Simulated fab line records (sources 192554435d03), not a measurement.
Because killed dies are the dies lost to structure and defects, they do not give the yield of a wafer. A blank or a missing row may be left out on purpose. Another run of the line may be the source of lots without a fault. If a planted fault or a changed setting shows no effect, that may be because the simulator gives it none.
Split-lot trial | flow n5Finfet | 39 wafers read from 7 lots, route of 1938 steps

ON THE SPLIT
At N5_HKMG_FIN_ETCH_54 (etches SiARC in CF4, target depth 45.5 nm, time 75.8 s), the setting sourceW was moved away from the recipe's 545 W on 15 of the 39 wafers read, by -17.9% to +17.4%. This setting was run at the recipe's value on the other wafers.

The split's own step is where the reading is taken.

THE READING
rfVppV, in V, at N5_HKMG_FIN_ETCH_54 (etches SiARC in CF4, target depth 45.5 nm, time 75.8 s). Fault-free wafers of this fab line usually give 184.1 V, standard deviation 1.1 V.

wafer  | tool, chamber at the split | sourceW as run, W | against the recipe | rfVppV, V | against lot-mates on the recipe
L076.1 | rieDiel-01, 1              | 627.8             | +15.2%             | 176.0     | -7.8
L076.2 | rieDiel-01, 0              | 545               | recipe             | 183.4     | -
L076.3 | rieDiel-01, 2              | 627.8             | +15.2%             | 176.2     | -7.6
L076.4 | rieDiel-01, 3              | 627.8             | +15.2%             | 174.9     | -8.9
L076.5 | rieDiel-01, 2              | 545               | recipe             | 185.1     | -
L076.6 | rieDiel-01, 1              | 545               | recipe             | 183.0     | -
L079.1 | rieDiel-04, 0              | 449.1             | -17.6%             | 196.6     | +11.3
L079.2 | rieDiel-04, 3              | 545               | recipe             | 186.7     | -
L079.3 | rieDiel-04, 2              | 545               | recipe             | 185.7     | -
L079.4 | rieDiel-04, 1              | 449.1             | -17.6%             | 199.0     | +13.7
L079.5 | rieDiel-04, 3              | 449.1             | -17.6%             | 198.6     | +13.3
L079.6 | rieDiel-04, 0              | 545               | recipe             | 183.5     | -
L084.1 | rieDiel-03, 2              | 545               | recipe             | 185.3     | -
L084.2 | rieDiel-03, 0              | 545               | recipe             | 182.4     | -
L084.3 | rieDiel-03, 1              | 545               | recipe             | 182.1     | -
L084.4 | rieDiel-03, 3              | 545               | recipe             | 182.5     | -
L084.5 | rieDiel-03, 3              | 545               | recipe             | 182.6     | -
L084.6 | rieDiel-03, 0              | 545               | recipe             | 183.0     | -
L086.1 | rieDiel-01, 0              | 545               | recipe             | 183.8     | -
L086.2 | rieDiel-01, 2              | 447.6             | -17.9%             | 197.5     | +14.1
L086.3 | rieDiel-01, 1              | 447.6             | -17.9%             | 195.9     | +12.5
L086.4 | rieDiel-01, 3              | 545               | recipe             | 183.2     | -
L086.5 | rieDiel-01, 2              | 447.6             | -17.9%             | 196.9     | +13.5
L086.6 | rieDiel-01, 1              | 545               | recipe             | 183.2     | -
L090.1 | rieDiel-01, 0              | 545               | recipe             | 183.3     | -
L090.2 | rieDiel-01, 3              | 545               | recipe             | 182.8     | -
L090.5 | rieDiel-01, 2              | 545               | recipe             | 183.0     | -
L092.1 | rieDiel-04, 3              | 545               | recipe             | 183.9     | -
L092.2 | rieDiel-04, 2              | 639.6             | +17.4%             | 174.4     | -9.8
L092.3 | rieDiel-04, 0              | 639.6             | +17.4%             | 172.7     | -11.5
L092.4 | rieDiel-04, 2              | 545               | recipe             | 185.2     | -
L092.5 | rieDiel-04, 0              | 545               | recipe             | 183.6     | -
L092.6 | rieDiel-04, 3              | 639.6             | +17.4%             | 176.1     | -8.1
L096.1 | rieDiel-04, 2              | 497.3             | -8.8%              | 191.7     | +7.6
L096.2 | rieDiel-04, 0              | 497.3             | -8.8%              | 189.2     | +5.1
L096.3 | rieDiel-04, 1              | 545               | recipe             | 184.5     | -
L096.4 | rieDiel-04, 3              | 497.3             | -8.8%              | 191.2     | +7.1
L096.5 | rieDiel-04, 1              | 545               | recipe             | 183.9     | -
L096.6 | rieDiel-04, 2              | 545               | recipe             | 183.9     | -

THE FIT
A straight line over all 39 wafers: rfVppV changes by -0.664 V for each +1% of sourceW; r = -0.98; the points scatter about the line by 1.5 V.
The same after taking each lot's own level away (the mean of its wafers on the recipe; 39 wafers): -0.654 V for each +1%; r = -0.98; scatter 1.2 V.
Per that fit: largest sourceW move, reading shift of 12 V.
The lots' own levels span 182.98 to 185.30 V, that is 2.1 times the standard deviation above.
The two slopes are in agreement: the lot-to-lot level therefore moves the slope only a little.
Check: for one of the wafers moved furthest among these (-17.9%), held out of the fit, the line's prediction against its lot-mates is +12 V. Against them it came out at +14.1 V.
Tool readings at the split's step, against how far the setting was moved: etchRfOnTimeS r = -0.97; rfVppV r = -0.98.

OTHER SPLITS ON THESE WAFERS
These wafers also went through other splits before the reading. Each is held against what the fit with the lots' levels taken away leaves over:
other split on the same wafers | wafers away from the commonest value | r with rfVppV (lot level and that fit taken away)
N5_DUMMY_GATE_EXPOSE_12 doseMj | 12                                   | +0.01
N5_SD_EPI_P_EPI_21 timeS       | 12                                   | -0.06

THE WHOLE CHAIN: every reading that the file lists as answering this split, in the file's order
step                | what it does                                           | reading       | change (the file's fit)              | r (the file's)
N5_HKMG_FIN_ETCH_54 | etches SiARC in CF4, target depth 45.5 nm, time 75.8 s | etchRfOnTimeS | withheld for each +1% of the setting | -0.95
N5_HKMG_FIN_ETCH_54 | etches SiARC in CF4, target depth 45.5 nm, time 75.8 s | rfVppV        | -0.66 V for each +1% of the setting  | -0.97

FILE'S OWN FIT
rfVppV changes by -0.66 V for each +1% of sourceW, r = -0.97.
